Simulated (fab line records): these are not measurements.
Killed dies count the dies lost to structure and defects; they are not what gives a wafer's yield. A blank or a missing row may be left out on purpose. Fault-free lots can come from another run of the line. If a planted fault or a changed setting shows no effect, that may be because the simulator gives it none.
fab line records / flow nand_harc
record lots=14 wafers=42 last_day=24
route steps=1159 shown A_ZERO_WELL@411 A_SOURCE_PLATE@420 A_ONON_D1@430 END@1159
lots that met no fault: from a run of the same line without faults
start_h: the number of hours between the record's first day and the start of the first shown wafer of the lot / wait_h: how many hours have passed since the lot's step before this one / " identical to the entry in the row above / L1.1+2: several wafers, shown together as one row / - no value, or no start given / * or withheld: withheld / < > ~ a bound
route shown NAME@n: a module of which the file shows steps, and the number in the route of the first / usual: mean/standard deviation taken from wafers without a fault / same: alike in all rows / chamber/n: place in a boat / sites: per-site readings / _std_site: the standard deviation of these / _edge_site: outer sites' mean less inner sites' / radius_mm: for every site, how far away it sits from the centre of the wafer / mask NAME#n: copy n / behind: the tool/chamber that last shaped the wafer / hold: why the lot went on hold/how many hours it stayed there/how the hold came to an end / device: whichever transistor did not switch (one of n, p or np) / end of line: at the end of the route, the tests of the same wafers / a step without rows: its recipe alone / killed: not the wafer's yield, but the dies lost to structure and defects at the first sort / map: dies across one wafer; x = killed, . = not, _ = none there
set.NAME: the setting that was run; set.NAME@STEP: the one run at that earlier step / model.NAME: the simulator's own value behind a step, which no gauge read
steps of the route over a sample of lots; a table a step, a row a wafer
services: a tool's chamber out of use, with start hour (start_h, from the record's first day; less than 0 if before it), hours out, and reason
## steps
# step NHARC_A_ZERO_WELL_RTA_16
# recipe temp_c=1000 time_s=10
# usual lamp_power_pct=29.5/0.52 lamp_zone_3_pct=29.5/0.52 lamp_zone_4_pct=29.5/0.52 wafer_temp_C_max=1005.7/1.3
lot.wafer=L954.3 tool=rtp_anneal-01 chamber=0 start_h=149.03 wait_h=- lamp_power_pct=29.0 lamp_zone_3_pct=29.0 lamp_zone_4_pct=29.0 wafer_temp_C_max=1005.4
lot.wafer=L954.5 tool=rtp_anneal-01 chamber=0 start_h=149.03 wait_h=- lamp_power_pct=29.0 lamp_zone_3_pct=29.0 lamp_zone_4_pct=29.1 wafer_temp_C_max=1005.8
lot.wafer=L954.6 tool=rtp_anneal-01 chamber=0 start_h=149.03 wait_h=- lamp_power_pct=29.0 lamp_zone_3_pct=29.1 lamp_zone_4_pct=29.0 wafer_temp_C_max=1005.1
lot.wafer=L955.2 tool=rtp_anneal-01 chamber=0 start_h=149.18 wait_h=- lamp_power_pct=29.0 lamp_zone_3_pct=29.0 lamp_zone_4_pct=29.0 wafer_temp_C_max=1006.6
lot.wafer=L955.4 tool=rtp_anneal-01 chamber=0 start_h=149.18 wait_h=- lamp_power_pct=29.1 lamp_zone_3_pct=29.0 lamp_zone_4_pct=29.0 wafer_temp_C_max=1006.8
lot.wafer=L955.5 tool=rtp_anneal-01 chamber=0 start_h=149.18 wait_h=- lamp_power_pct=29.0 lamp_zone_3_pct=29.0 lamp_zone_4_pct=29.1 wafer_temp_C_max=1003.8
lot.wafer=L957.1 tool=rtp_anneal-01 chamber=0 start_h=160.41 wait_h=- lamp_power_pct=29.1 lamp_zone_3_pct=29.0 lamp_zone_4_pct=29.0 wafer_temp_C_max=1008.8
lot.wafer=L957.4 tool=rtp_anneal-01 chamber=0 start_h=160.41 wait_h=- lamp_power_pct=29.1 lamp_zone_3_pct=29.0 lamp_zone_4_pct=29.1 wafer_temp_C_max=1006.7
lot.wafer=L957.6 tool=rtp_anneal-01 chamber=0 start_h=160.41 wait_h=- lamp_power_pct=29.1 lamp_zone_3_pct=29.0 lamp_zone_4_pct=29.0 wafer_temp_C_max=1006.0
lot.wafer=L959.1 tool=rtp_anneal-01 chamber=0 start_h=165.62 wait_h=- lamp_power_pct=29.0 lamp_zone_3_pct=29.0 lamp_zone_4_pct=29.0 wafer_temp_C_max=1004.3
lot.wafer=L959.2 tool=rtp_anneal-01 chamber=0 start_h=165.62 wait_h=- lamp_power_pct=29.0 lamp_zone_3_pct=29.1 lamp_zone_4_pct=29.0 wafer_temp_C_max=1006.1
lot.wafer=L959.6 tool=rtp_anneal-01 chamber=0 start_h=165.62 wait_h=- lamp_power_pct=29.0 lamp_zone_3_pct=29.0 lamp_zone_4_pct=29.0 wafer_temp_C_max=1007.3
lot.wafer=L958.1 tool=rtp_anneal-01 chamber=0 start_h=165.99 wait_h=- lamp_power_pct=29.1 lamp_zone_3_pct=29.0 lamp_zone_4_pct=29.1 wafer_temp_C_max=1007.1
lot.wafer=L958.4 tool=rtp_anneal-01 chamber=0 start_h=165.99 wait_h=- lamp_power_pct=29.1 lamp_zone_3_pct=29.0 lamp_zone_4_pct=29.0 wafer_temp_C_max=1006.4
lot.wafer=L958.6 tool=rtp_anneal-01 chamber=0 start_h=165.99 wait_h=- lamp_power_pct=29.0 lamp_zone_3_pct=29.0 lamp_zone_4_pct=29.0 wafer_temp_C_max=1007.1
lot.wafer=L961.3 tool=rtp_anneal-02 chamber=0 start_h=185.54 wait_h=- lamp_power_pct=30.1 lamp_zone_3_pct=30.1 lamp_zone_4_pct=30.1 wafer_temp_C_max=1005.7
lot.wafer=L961.4 tool=rtp_anneal-02 chamber=0 start_h=185.54 wait_h=- lamp_power_pct=30.1 lamp_zone_3_pct=30.0 lamp_zone_4_pct=30.0 wafer_temp_C_max=1005.8
lot.wafer=L961.6 tool=rtp_anneal-02 chamber=0 start_h=185.54 wait_h=- lamp_power_pct=30.1 lamp_zone_3_pct=30.0 lamp_zone_4_pct=30.0 wafer_temp_C_max=1005.4
lot.wafer=L964.2 tool=rtp_anneal-01 chamber=0 start_h=201.78 wait_h=- lamp_power_pct=29.1 lamp_zone_3_pct=29.1 lamp_zone_4_pct=29.1 wafer_temp_C_max=1007.8
lot.wafer=L964.4 tool=rtp_anneal-01 chamber=0 start_h=201.78 wait_h=- lamp_power_pct=29.1 lamp_zone_3_pct=29.0 lamp_zone_4_pct=29.1 wafer_temp_C_max=1005.7
lot.wafer=L964.6 tool=rtp_anneal-01 chamber=0 start_h=201.78 wait_h=- lamp_power_pct=29.0 lamp_zone_3_pct=29.0 lamp_zone_4_pct=29.0 wafer_temp_C_max=1008.6
lot.wafer=L968.3 tool=rtp_anneal-02 chamber=0 start_h=226.94 wait_h=- lamp_power_pct=30.1 lamp_zone_3_pct=30.0 lamp_zone_4_pct=30.0 wafer_temp_C_max=1006.8
lot.wafer=L968.4 tool=rtp_anneal-02 chamber=0 start_h=226.94 wait_h=- lamp_power_pct=30.0 lamp_zone_3_pct=30.1 lamp_zone_4_pct=30.0 wafer_temp_C_max=1007.4
lot.wafer=L968.6 tool=rtp_anneal-02 chamber=0 start_h=226.94 wait_h=- lamp_power_pct=30.0 lamp_zone_3_pct=30.0 lamp_zone_4_pct=30.0 wafer_temp_C_max=1004.7
lot.wafer=L971.1 tool=rtp_anneal-01 chamber=0 start_h=237.41 wait_h=- lamp_power_pct=29.0 lamp_zone_3_pct=29.0 lamp_zone_4_pct=29.0 wafer_temp_C_max=1005.6
lot.wafer=L971.4 tool=rtp_anneal-01 chamber=0 start_h=237.41 wait_h=- lamp_power_pct=29.0 lamp_zone_3_pct=29.0 lamp_zone_4_pct=29.1 wafer_temp_C_max=1005.2
lot.wafer=L971.5 tool=rtp_anneal-01 chamber=0 start_h=237.41 wait_h=- lamp_power_pct=29.0 lamp_zone_3_pct=29.0 lamp_zone_4_pct=29.1 wafer_temp_C_max=1007.8
lot.wafer=L970.3 tool=rtp_anneal-02 chamber=0 start_h=238.00 wait_h=- lamp_power_pct=30.1 lamp_zone_3_pct=30.0 lamp_zone_4_pct=30.1 wafer_temp_C_max=1004.7
lot.wafer=L970.4 tool=rtp_anneal-02 chamber=0 start_h=238.00 wait_h=- lamp_power_pct=30.1 lamp_zone_3_pct=30.0 lamp_zone_4_pct=30.1 wafer_temp_C_max=1005.2
lot.wafer=L970.5 tool=rtp_anneal-02 chamber=0 start_h=238.00 wait_h=- lamp_power_pct=30.1 lamp_zone_3_pct=30.1 lamp_zone_4_pct=30.1 wafer_temp_C_max=1005.3
lot.wafer=L973.1 tool=rtp_anneal-02 chamber=0 start_h=247.85 wait_h=- lamp_power_pct=30.1 lamp_zone_3_pct=30.1 lamp_zone_4_pct=30.1 wafer_temp_C_max=1005.6
lot.wafer=L973.2 tool=rtp_anneal-02 chamber=0 start_h=247.85 wait_h=- lamp_power_pct=30.0 lamp_zone_3_pct=30.1 lamp_zone_4_pct=30.1 wafer_temp_C_max=1005.1
lot.wafer=L973.3 tool=rtp_anneal-02 chamber=0 start_h=247.85 wait_h=- lamp_power_pct=30.1 lamp_zone_3_pct=30.0 lamp_zone_4_pct=30.0 wafer_temp_C_max=1005.8
lot.wafer=L972.1 tool=rtp_anneal-02 chamber=0 start_h=249.34 wait_h=- lamp_power_pct=30.1 lamp_zone_3_pct=30.1 lamp_zone_4_pct=30.1 wafer_temp_C_max=1004.5
lot.wafer=L972.2 tool=rtp_anneal-02 chamber=0 start_h=249.34 wait_h=- lamp_power_pct=30.1 lamp_zone_3_pct=30.1 lamp_zone_4_pct=30.0 wafer_temp_C_max=1005.2
lot.wafer=L972.5 tool=rtp_anneal-02 chamber=0 start_h=249.34 wait_h=- lamp_power_pct=30.1 lamp_zone_3_pct=30.1 lamp_zone_4_pct=30.1 wafer_temp_C_max=1004.7
lot.wafer=L974.2 tool=rtp_anneal-02 chamber=0 start_h=255.68 wait_h=- lamp_power_pct=30.0 lamp_zone_3_pct=29.9 lamp_zone_4_pct=30.0 wafer_temp_C_max=1005.5
lot.wafer=L974.5 tool=rtp_anneal-02 chamber=0 start_h=255.68 wait_h=- lamp_power_pct=30.0 lamp_zone_3_pct=30.1 lamp_zone_4_pct=30.0 wafer_temp_C_max=1006.4
lot.wafer=L974.6 tool=rtp_anneal-02 chamber=0 start_h=255.68 wait_h=- lamp_power_pct=30.0 lamp_zone_3_pct=30.0 lamp_zone_4_pct=30.0 wafer_temp_C_max=1005.9
lot.wafer=L975.1 tool=rtp_anneal-02 chamber=0 start_h=265.25 wait_h=- lamp_power_pct=30.1 lamp_zone_3_pct=30.0 lamp_zone_4_pct=30.1 wafer_temp_C_max=1004.1
lot.wafer=L975.3 tool=rtp_anneal-02 chamber=0 start_h=265.25 wait_h=- lamp_power_pct=30.1 lamp_zone_3_pct=30.1 lamp_zone_4_pct=30.1 wafer_temp_C_max=1004.6
lot.wafer=L975.5 tool=rtp_anneal-02 chamber=0 start_h=265.25 wait_h=- lamp_power_pct=30.0 lamp_zone_3_pct=30.0 lamp_zone_4_pct=30.1 wafer_temp_C_max=1004.9
# step NHARC_A_SOURCE_PLATE_THK_MEAS_06
# recipe thk_meas_gauge=ellipsometry
# usual thk_nm=200.0/2
lot.wafer=L955.2 tool=film_metro-01 chamber=- start_h=170.86 wait_h=0.4 thk_nm=199.1
lot.wafer=L955.4 tool=film_metro-01 chamber=- start_h=170.86 wait_h=0.4 thk_nm=201.8
lot.wafer=L955.5 tool=film_metro-01 chamber=- start_h=170.86 wait_h=0.4 thk_nm=200.0
lot.wafer=L954.3 tool=film_metro-02 chamber=- start_h=170.86 wait_h=0.4 thk_nm=201.2
lot.wafer=L954.5 tool=film_metro-02 chamber=- start_h=170.86 wait_h=0.4 thk_nm=200.1
lot.wafer=L954.6 tool=film_metro-02 chamber=- start_h=170.86 wait_h=0.4 thk_nm=200.5
lot.wafer=L957.1 tool=film_metro-01 chamber=- start_h=180.91 wait_h=0.4 thk_nm=201.1
lot.wafer=L957.4 tool=film_metro-01 chamber=- start_h=180.91 wait_h=0.4 thk_nm=199.3
lot.wafer=L957.6 tool=film_metro-01 chamber=- start_h=180.91 wait_h=0.4 thk_nm=197.0
lot.wafer=L958.1 tool=film_metro-02 chamber=- start_h=186.51 wait_h=0.4 thk_nm=199.7
lot.wafer=L958.4 tool=film_metro-02 chamber=- start_h=186.51 wait_h=0.4 thk_nm=198.9
lot.wafer=L958.6 tool=film_metro-02 chamber=- start_h=186.51 wait_h=0.4 thk_nm=197.8
lot.wafer=L959.1 tool=film_metro-01 chamber=- start_h=186.51 wait_h=0.4 thk_nm=202.2
lot.wafer=L959.2 tool=film_metro-01 chamber=- start_h=186.51 wait_h=0.4 thk_nm=202.8
lot.wafer=L959.6 tool=film_metro-01 chamber=- start_h=186.51 wait_h=0.4 thk_nm=203.4
lot.wafer=L961.3 tool=film_metro-01 chamber=- start_h=203.54 wait_h=0.4 thk_nm=200.7
lot.wafer=L961.4 tool=film_metro-01 chamber=- start_h=203.54 wait_h=0.4 thk_nm=200.6
lot.wafer=L961.6 tool=film_metro-01 chamber=- start_h=203.54 wait_h=0.4 thk_nm=201.3
lot.wafer=L964.2 tool=film_metro-01 chamber=- start_h=220.47 wait_h=0.4 thk_nm=199.4
lot.wafer=L964.4 tool=film_metro-01 chamber=- start_h=220.47 wait_h=0.4 thk_nm=201.1
lot.wafer=L964.6 tool=film_metro-01 chamber=- start_h=220.47 wait_h=0.4 thk_nm=200.7
lot.wafer=L968.3 tool=film_metro-02 chamber=- start_h=247.65 wait_h=0.4 thk_nm=199.6
lot.wafer=L968.4 tool=film_metro-02 chamber=- start_h=247.65 wait_h=0.4 thk_nm=199.1
lot.wafer=L968.6 tool=film_metro-02 chamber=- start_h=247.65 wait_h=0.4 thk_nm=197.9
lot.wafer=L970.3 tool=film_metro-02 chamber=- start_h=257.47 wait_h=0.4 thk_nm=199.6
lot.wafer=L970.4 tool=film_metro-02 chamber=- start_h=257.47 wait_h=0.4 thk_nm=200.4
lot.wafer=L970.5 tool=film_metro-02 chamber=- start_h=257.47 wait_h=0.4 thk_nm=197.3
lot.wafer=L971.1 tool=film_metro-01 chamber=- start_h=257.47 wait_h=0.4 thk_nm=204.2
lot.wafer=L971.4 tool=film_metro-01 chamber=- start_h=257.47 wait_h=0.4 thk_nm=202.9
lot.wafer=L971.5 tool=film_metro-01 chamber=- start_h=257.47 wait_h=0.4 thk_nm=202.0
lot.wafer=L972.1 tool=film_metro-01 chamber=- start_h=271.64 wait_h=0.4 thk_nm=198.1
lot.wafer=L972.2 tool=film_metro-01 chamber=- start_h=271.64 wait_h=0.4 thk_nm=198.2
lot.wafer=L972.5 tool=film_metro-01 chamber=- start_h=271.64 wait_h=0.4 thk_nm=199.1
lot.wafer=L973.1 tool=film_metro-02 chamber=- start_h=271.64 wait_h=0.4 thk_nm=204.2
lot.wafer=L973.2 tool=film_metro-02 chamber=- start_h=271.64 wait_h=0.4 thk_nm=200.6
lot.wafer=L973.3 tool=film_metro-02 chamber=- start_h=271.64 wait_h=0.4 thk_nm=201.1
lot.wafer=L974.2 tool=film_metro-01 chamber=- start_h=276.58 wait_h=0.4 thk_nm=202.4
lot.wafer=L974.5 tool=film_metro-01 chamber=- start_h=276.58 wait_h=0.4 thk_nm=198.3
lot.wafer=L974.6 tool=film_metro-01 chamber=- start_h=276.58 wait_h=0.4 thk_nm=202.1
lot.wafer=L975.1 tool=film_metro-01 chamber=- start_h=289.35 wait_h=0.4 thk_nm=201.9
lot.wafer=L975.3 tool=film_metro-01 chamber=- start_h=289.35 wait_h=0.4 thk_nm=198.4
lot.wafer=L975.5 tool=film_metro-01 chamber=- start_h=289.35 wait_h=0.4 thk_nm=199.2
# step NHARC_A_ONON_D1_DEP_09
# recipe target_thk_a=10000 n2_flow_sccm=2750 n2o_flow_sccm=2000 nh3_flow_sccm=500 sih4_flow_sccm=210 temp_c=400
# usual nh3_flow_sccm=499.8/1.5
lot.wafer=L955.2 tool=pecvd_onon-01 chamber=0 start_h=172.75 wait_h=0.1 nh3_flow_sccm=500.6
lot.wafer=L955.4 tool=pecvd_onon-01 chamber=0 start_h=172.75 wait_h=0.1 nh3_flow_sccm=501.5
lot.wafer=L955.5 tool=pecvd_onon-01 chamber=0 start_h=172.75 wait_h=0.1 nh3_flow_sccm=500.9
lot.wafer=L954.3 tool=pecvd_onon-02 chamber=0 start_h=172.80 wait_h=0.2 nh3_flow_sccm=500.3
lot.wafer=L954.5 tool=pecvd_onon-02 chamber=0 start_h=172.80 wait_h=0.2 nh3_flow_sccm=501.4
lot.wafer=L954.6 tool=pecvd_onon-02 chamber=0 start_h=172.80 wait_h=0.2 nh3_flow_sccm=500.8
lot.wafer=L957.1 tool=pecvd_onon-02 chamber=0 start_h=182.77 wait_h=0.1 nh3_flow_sccm=496.7
lot.wafer=L957.4 tool=pecvd_onon-02 chamber=0 start_h=182.77 wait_h=0.1 nh3_flow_sccm=499.7
lot.wafer=L957.6 tool=pecvd_onon-02 chamber=0 start_h=182.77 wait_h=0.1 nh3_flow_sccm=496.8
lot.wafer=L958.1 tool=pecvd_onon-03 chamber=0 start_h=188.34 wait_h=0.1 nh3_flow_sccm=499.2
lot.wafer=L958.4 tool=pecvd_onon-03 chamber=0 start_h=188.34 wait_h=0.1 nh3_flow_sccm=497.8
lot.wafer=L958.6 tool=pecvd_onon-03 chamber=0 start_h=188.34 wait_h=0.1 nh3_flow_sccm=498.8
lot.wafer=L959.1 tool=pecvd_onon-02 chamber=0 start_h=188.37 wait_h=0.1 nh3_flow_sccm=503.2
lot.wafer=L959.2 tool=pecvd_onon-02 chamber=0 start_h=188.37 wait_h=0.1 nh3_flow_sccm=500.2
lot.wafer=L959.6 tool=pecvd_onon-02 chamber=0 start_h=188.37 wait_h=0.1 nh3_flow_sccm=500.6
lot.wafer=L961.3 tool=pecvd_onon-02 chamber=0 start_h=205.48 wait_h=0.2 nh3_flow_sccm=498.5
lot.wafer=L961.4 tool=pecvd_onon-02 chamber=0 start_h=205.48 wait_h=0.2 nh3_flow_sccm=499.7
lot.wafer=L961.6 tool=pecvd_onon-02 chamber=0 start_h=205.48 wait_h=0.2 nh3_flow_sccm=498.0
lot.wafer=L964.2 tool=pecvd_onon-02 chamber=0 start_h=222.38 wait_h=0.1 nh3_flow_sccm=497.0
lot.wafer=L964.4 tool=pecvd_onon-02 chamber=0 start_h=222.38 wait_h=0.1 nh3_flow_sccm=499.5
lot.wafer=L964.6 tool=pecvd_onon-02 chamber=0 start_h=222.38 wait_h=0.1 nh3_flow_sccm=498.1
lot.wafer=L968.3 tool=pecvd_onon-01 chamber=0 start_h=249.60 wait_h=0.2 nh3_flow_sccm=499.0
lot.wafer=L968.4 tool=pecvd_onon-01 chamber=0 start_h=249.60 wait_h=0.2 nh3_flow_sccm=502.5
lot.wafer=L968.6 tool=pecvd_onon-01 chamber=0 start_h=249.60 wait_h=0.2 nh3_flow_sccm=498.7
lot.wafer=L970.3 tool=pecvd_onon-03 chamber=0 start_h=259.49 wait_h=0.2 nh3_flow_sccm=498.9
lot.wafer=L970.4 tool=pecvd_onon-03 chamber=0 start_h=259.49 wait_h=0.2 nh3_flow_sccm=500.2
lot.wafer=L970.5 tool=pecvd_onon-03 chamber=0 start_h=259.49 wait_h=0.2 nh3_flow_sccm=498.4
lot.wafer=L971.1 tool=pecvd_onon-01 chamber=0 start_h=259.61 wait_h=0.1 nh3_flow_sccm=496.9
lot.wafer=L971.4 tool=pecvd_onon-01 chamber=0 start_h=259.61 wait_h=0.1 nh3_flow_sccm=499.0
lot.wafer=L971.5 tool=pecvd_onon-01 chamber=0 start_h=259.61 wait_h=0.1 nh3_flow_sccm=500.5
lot.wafer=L972.1 tool=pecvd_onon-01 chamber=0 start_h=273.47 wait_h=0.1 nh3_flow_sccm=498.8
lot.wafer=L972.2 tool=pecvd_onon-01 chamber=0 start_h=273.47 wait_h=0.1 nh3_flow_sccm=500.5
lot.wafer=L972.5 tool=pecvd_onon-01 chamber=0 start_h=273.47 wait_h=0.1 nh3_flow_sccm=501.0
lot.wafer=L973.1 tool=pecvd_onon-03 chamber=0 start_h=273.47 wait_h=0.1 nh3_flow_sccm=499.0
lot.wafer=L973.2 tool=pecvd_onon-03 chamber=0 start_h=273.47 wait_h=0.1 nh3_flow_sccm=498.8
lot.wafer=L973.3 tool=pecvd_onon-03 chamber=0 start_h=273.47 wait_h=0.1 nh3_flow_sccm=498.7
lot.wafer=L974.2 tool=pecvd_onon-01 chamber=0 start_h=278.52 wait_h=0.1 nh3_flow_sccm=499.5
lot.wafer=L974.5 tool=pecvd_onon-01 chamber=0 start_h=278.52 wait_h=0.1 nh3_flow_sccm=501.1
lot.wafer=L974.6 tool=pecvd_onon-01 chamber=0 start_h=278.52 wait_h=0.1 nh3_flow_sccm=499.9
lot.wafer=L975.1 tool=pecvd_onon-02 chamber=0 start_h=291.19 wait_h=0.1 nh3_flow_sccm=498.9
lot.wafer=L975.3 tool=pecvd_onon-02 chamber=0 start_h=291.19 wait_h=0.1 nh3_flow_sccm=499.1
lot.wafer=L975.5 tool=pecvd_onon-02 chamber=0 start_h=291.19 wait_h=0.1 nh3_flow_sccm=498.6
# step NHARC_A_ONON_D1_THK_MEAS_11
# recipe thk_meas_gauge=ellipsometry
# usual thk_nm=999/11
lot.wafer=L954.3 tool=film_metro-02 chamber=- start_h=173.20 wait_h=- thk_nm=1012
lot.wafer=L954.5 tool=film_metro-02 chamber=- start_h=173.20 wait_h=- thk_nm=1012
lot.wafer=L954.6 tool=film_metro-02 chamber=- start_h=173.20 wait_h=- thk_nm=1014
lot.wafer=L955.2 tool=film_metro-01 chamber=- start_h=173.20 wait_h=- thk_nm=997
lot.wafer=L955.4 tool=film_metro-01 chamber=- start_h=173.20 wait_h=- thk_nm=997
lot.wafer=L955.5 tool=film_metro-01 chamber=- start_h=173.20 wait_h=- thk_nm=998
lot.wafer=L957.1 tool=film_metro-01 chamber=- start_h=183.29 wait_h=- thk_nm=1015
lot.wafer=L957.4 tool=film_metro-01 chamber=- start_h=183.29 wait_h=- thk_nm=1015
lot.wafer=L957.6 tool=film_metro-01 chamber=- start_h=183.29 wait_h=- thk_nm=1014
lot.wafer=L958.1 tool=film_metro-01 chamber=- start_h=188.86 wait_h=- thk_nm=1003
lot.wafer=L958.4 tool=film_metro-01 chamber=- start_h=188.86 wait_h=- thk_nm=1002
lot.wafer=L958.6 tool=film_metro-01 chamber=- start_h=188.86 wait_h=- thk_nm=1001
lot.wafer=L959.1 tool=film_metro-02 chamber=- start_h=188.88 wait_h=- thk_nm=1003
lot.wafer=L959.2 tool=film_metro-02 chamber=- start_h=188.88 wait_h=- thk_nm=1004
lot.wafer=L959.6 tool=film_metro-02 chamber=- start_h=188.88 wait_h=- thk_nm=1003
lot.wafer=L961.3 tool=film_metro-02 chamber=- start_h=205.88 wait_h=- thk_nm=1508
lot.wafer=L961.4 tool=film_metro-02 chamber=- start_h=205.88 wait_h=- thk_nm=1505
lot.wafer=L961.6 tool=film_metro-02 chamber=- start_h=205.88 wait_h=- thk_nm=1508
lot.wafer=L964.2 tool=film_metro-01 chamber=- start_h=222.84 wait_h=- thk_nm=1520
lot.wafer=L964.4 tool=film_metro-01 chamber=- start_h=222.84 wait_h=- thk_nm=1516
lot.wafer=L964.6 tool=film_metro-01 chamber=- start_h=222.84 wait_h=- thk_nm=1518
lot.wafer=L968.3 tool=film_metro-01 chamber=- start_h=249.99 wait_h=- thk_nm=1010
lot.wafer=L968.4 tool=film_metro-01 chamber=- start_h=249.99 wait_h=- thk_nm=1012
lot.wafer=L968.6 tool=film_metro-01 chamber=- start_h=249.99 wait_h=- thk_nm=1011
lot.wafer=L970.3 tool=film_metro-01 chamber=- start_h=259.88 wait_h=- thk_nm=980
lot.wafer=L970.4 tool=film_metro-01 chamber=- start_h=259.88 wait_h=- thk_nm=981
lot.wafer=L970.5 tool=film_metro-01 chamber=- start_h=259.88 wait_h=- thk_nm=979
lot.wafer=L971.1 tool=film_metro-01 chamber=- start_h=260.12 wait_h=- thk_nm=999
lot.wafer=L971.4 tool=film_metro-01 chamber=- start_h=260.12 wait_h=- thk_nm=1000
lot.wafer=L971.5 tool=film_metro-01 chamber=- start_h=260.12 wait_h=- thk_nm=1000
lot.wafer=L973.1 tool=film_metro-01 chamber=- start_h=273.98 wait_h=- thk_nm=1008
lot.wafer=L973.2 tool=film_metro-01 chamber=- start_h=273.98 wait_h=- thk_nm=1010
lot.wafer=L973.3 tool=film_metro-01 chamber=- start_h=273.98 wait_h=- thk_nm=1008
lot.wafer=L972.1 tool=film_metro-02 chamber=- start_h=273.98 wait_h=- thk_nm=995
lot.wafer=L972.2 tool=film_metro-02 chamber=- start_h=273.98 wait_h=- thk_nm=994
lot.wafer=L972.5 tool=film_metro-02 chamber=- start_h=273.98 wait_h=- thk_nm=996
lot.wafer=L974.2 tool=film_metro-02 chamber=- start_h=278.97 wait_h=- thk_nm=1002
lot.wafer=L974.5 tool=film_metro-02 chamber=- start_h=278.97 wait_h=- thk_nm=1001
lot.wafer=L974.6 tool=film_metro-02 chamber=- start_h=278.97 wait_h=- thk_nm=1001
lot.wafer=L975.1 tool=film_metro-01 chamber=- start_h=291.70 wait_h=- thk_nm=988
lot.wafer=L975.3 tool=film_metro-01 chamber=- start_h=291.70 wait_h=- thk_nm=987
lot.wafer=L975.5 tool=film_metro-01 chamber=- start_h=291.70 wait_h=- thk_nm=986
# step NHARC_END_SORT_01
# recipe temp_c=25
# usual killed_at_array=29/11 killed_at_other=0.7/1.1 killed_at_periphery=3.1/2 killed_dies=33/11 killed_open=3.5/1.8 killed_short=2.0/1.4
# same gross_dies=677
lot.wafer=L961.3 tool=prober-01 chamber=0 start_h=497.36 wait_h=3.1 killed_at_array=677 killed_at_other=0 killed_at_periphery=0 killed_dies=677 killed_open=7 killed_short=1
lot.wafer=L961.4 tool=prober-01 chamber=0 start_h=498.15 wait_h=3.4 killed_at_array=675 killed_at_other=0 killed_at_periphery=2 killed_dies=677 killed_open=1 killed_short=0
lot.wafer=L961.6 tool=prober-01 chamber=0 start_h=499.74 wait_h=4.0 killed_at_array=674 killed_at_other=0 killed_at_periphery=3 killed_dies=677 killed_open=8 killed_short=0
lot.wafer=L964.2 tool=prober-02 chamber=0 start_h=508.32 wait_h=2.8 killed_at_array=675 killed_at_other=0 killed_at_periphery=2 killed_dies=677 killed_open=3 killed_short=4
lot.wafer=L964.4 tool=prober-02 chamber=0 start_h=509.94 wait_h=3.4 killed_at_array=673 killed_at_other=0 killed_at_periphery=4 killed_dies=677 killed_open=6 killed_short=2
lot.wafer=L964.6 tool=prober-02 chamber=0 start_h=511.55 wait_h=4.0 killed_at_array=675 killed_at_other=0 killed_at_periphery=2 killed_dies=677 killed_open=3 killed_short=2
# killed by level:class
L961.3 A_ONON_D1:area_dep=647 A_CHANNEL_HOLE_D1:chamber_film_flake=17 A_CONTACT:chamber_film_flake=3 A_SGD_CUT:geometric_particle:open=2 A_CONTACT:geometric_particle:open=2 A_M0:geometric_particle:open=2 A_STAIRCASE:chamber_film_flake=2 A_ONON_D1:geometric_particle:short=1
L961.4 A_ONON_D1:area_dep=652 A_CHANNEL_HOLE_D1:chamber_film_flake=17 A_STAIRCASE:chamber_film_flake=4 A_M0:geometric_particle:open=1 P_ZERO_WELL:chamber_film_flake=1 P_STI:chamber_film_flake=1 A_CONTACT:chamber_film_flake=1
L961.6 A_ONON_D1:area_dep=650 A_CHANNEL_HOLE_D1:chamber_film_flake=15 A_ONON_D1:geometric_particle:open=2 A_SGD_CUT:geometric_particle:open=2 P_ZERO_WELL:chamber_film_flake=2 P_CONTACT:geometric_particle:open=1 A_CONTACT:geometric_particle:open=1 A_M0:geometric_particle:open=1
L964.2 A_ONON_D1:area_dep=642 A_CHANNEL_HOLE_D1:chamber_film_flake=16 A_WL_FILL:chamber_film_flake=4 A_BONDPAD:chamber_film_flake=3 A_CHANNEL_FILL_D1:geometric_particle:short=2 A_CONTACT:geometric_particle:open=2 A_CONTACT:chamber_film_flake=2 A_M0:chamber_film_flake=2
L964.4 A_ONON_D1:area_dep=646 A_CHANNEL_HOLE_D1:chamber_film_flake=13 A_STAIRCASE:chamber_film_flake=3 A_CHANNEL_FILL_D1:geometric_particle:open=2 P_GATE:chamber_film_flake=2 A_BONDPAD:chamber_film_flake=2 P_M0:geometric_particle:open=1 A_CHANNEL_FILL_D1:geometric_particle:short=1
L964.6 A_ONON_D1:area_dep=644 A_CHANNEL_HOLE_D1:chamber_film_flake=16 A_BONDPAD:chamber_film_flake=4 A_WL_FILL:chamber_film_flake=3 A_WL_FILL:geometric_particle:short=2 A_M0:geometric_particle:open=2 A_SOURCE_PLATE:geometric_particle:open=1 P_STI:chamber_film_flake=1
## services
tool=pecvd_onon-03 chamber=- start_h=153.33 hours=13.0 kind=pm
tool=pecvd_onon-01 chamber=- start_h=195.00 hours=13.0 kind=pm
tool=pecvd_onon-01 chamber=- start_h=231.01 hours=8.7 kind=repair
tool=pecvd_onon-01 chamber=- start_h=241.36 hours=5.8 kind=repair
tool=pecvd_onon-02 chamber=- start_h=278.82 hours=0.2 kind=repair
## key
first_sign step=NHARC_A_ONON_D1_THK_MEAS_11 reading=thk_nm direction=up sigmas=46 usual=999 struck=1512
effect step=NHARC_END_SORT_01 reading=killed_dies direction=up sigmas=61 usual=33 struck=677
more_kills_born_at NHARC_A_ONON_D1_DEP_09@pecvd_onon-02=3881
met_at NHARC_A_ONON_D1_DEP_09
struck_lots L961,L964
later_rows_left_out L961.3,L961.4,L961.6,L964.2,L964.4,L964.6
tester_left_out L961,L964
not_acting_at NHARC_A_ZERO_WELL_RTA_16,NHARC_A_SOURCE_PLATE_THK_MEAS_06
onset_between 188.37 205.48
fault kind=process_parameter_drift tool=pecvd_onon-02 chamber=- onset_h=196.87 steps=NHARC_A_ONON_D1_DEP_09 channel=target_thk_a offset=* shape=step end_h=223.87 acts_in=* stated=*
# tester_left_out: of these lots the tester's yield and bins aren't shown, on N5 and GAA mostly nor the transistor test; their killed dies are dies lost to structure and defects alone, not to doping, threshold or leakage, so they don't give the yield
# later_rows_left_out: the simulator's readings of these wafers behind a module that went badly wrong aren't trusted and aren't shown, but for the sort
